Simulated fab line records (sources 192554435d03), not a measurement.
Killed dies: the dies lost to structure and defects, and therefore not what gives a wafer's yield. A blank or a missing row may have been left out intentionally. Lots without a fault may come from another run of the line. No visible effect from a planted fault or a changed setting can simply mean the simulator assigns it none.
Chamber matching ; flow n5_finfet ; 3 sister chambers for N5_BEOL_M3_CO_CAP_55 on cvd_co-01
The step material Co, precursor CCTBA/H2, target thk 2 nm, time 102.1 s. 3 wafers are shown with their chamber, then 11 later ones without.

== WAFERS WITH THEIR CHAMBER ==
wafer;chamber;heater_power_w (W)
L092.3;0;234
L092.6;1;275
L093.2;2;243

== WAFERS WITHOUT THEIR CHAMBER ==
wafer;heater_power_w (W)
L093.4;243
L093.6;263
L094.1;266
L094.2;232
L094.6;240
L096.1;251
L096.2;269
L096.6;236
L097.1;247
L097.3;271
L097.5;234

== EACH ONE'S CHAMBER ==
wafer;from the rows above;in truth
L093.4;can't be placed: 2 or 0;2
L093.6;can't be placed: 1 or 2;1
L094.1;1;1
L094.2;can't be placed: 0 or 2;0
L094.6;can't be placed: 2 or 0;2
L096.1;can't be placed: 2 or 0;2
L096.2;1;1
L096.6;can't be placed: 0 or 2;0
L097.1;can't be placed: 2 or 0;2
L097.3;1;1
L097.5;can't be placed: 0 or 2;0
Correctly placed: 3 of 11. From these rows, 8 cannot be placed; in 8 the true chamber is one of the candidates. Wrongly placed: 0.
How it was worked out, from the rows above alone: a wafer's distance from a chamber is the root of the sum, over the readings, of the square of ((its reading less the chamber's mean) divided by the reading's scatter). The wafer belongs to the nearest chamber; if the next one is less than 2 further off, it can't be placed. Each chamber's mean is taken over the wafers shown for it. The scatter: with one shown wafer a chamber, the root of the mean of the squares of how far each hidden wafer lies from its nearest shown one.
